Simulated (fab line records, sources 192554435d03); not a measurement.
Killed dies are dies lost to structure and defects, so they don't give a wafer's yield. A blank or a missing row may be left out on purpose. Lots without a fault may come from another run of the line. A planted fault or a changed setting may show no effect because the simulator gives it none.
Chamber matching | flow n5_finfet | N5_BEOL_M2_ETCH_70 on rie_diel-02: 4 sister chambers
The step etches SOC in N2/H2, target depth 80 nm, overetch 24 nm, time 130 s. 4 wafers are shown with their chamber, then 8 later ones without.

WAFERS WITH THEIR CHAMBER
wafer  | chamber | throttle_valve_pct (%)
L082.1 | 0       | 17.75
L083.2 | 1       | 17.70
L083.6 | 3       | 17.72
L091.1 | 2       | 18.28

WAFERS WITHOUT THEIR CHAMBER
wafer  | throttle_valve_pct (%)
L091.4 | 17.75
L091.6 | 18.28
L095.2 | 17.81
L095.5 | 18.31
L095.6 | 17.72
L096.1 | 18.32
L096.2 | 17.77
L096.3 | 17.81

WHICH CHAMBER EACH WENT THROUGH
wafer  | from the rows above          | in truth
L091.4 | can't be placed: 0 or 3 or 1 | 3
L091.6 | 2                            | 2
L095.2 | can't be placed: 0 or 3 or 1 | 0
L095.5 | 2                            | 2
L095.6 | can't be placed: 3 or 1 or 0 | 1
L096.1 | 2                            | 2
L096.2 | can't be placed: 0 or 3 or 1 | 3
L096.3 | can't be placed: 0 or 3 or 1 | 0
Placed correctly: 3 of 8. Can't be placed from these rows: 5 (the true chamber is among the candidates in 5). Placed wrongly: 0.
How it was worked out, from the rows above alone: a wafer's distance from a chamber is the root of the sum, over the readings, of the square of ((its reading less the chamber's mean) divided by the reading's scatter). The wafer belongs to the nearest chamber; if the next one is less than 2 further off, it can't be placed. A chamber's mean is the mean of its shown wafers. The scatter: with one shown wafer a chamber, the root of the mean of the squares of how far each hidden wafer lies from its nearest shown one.
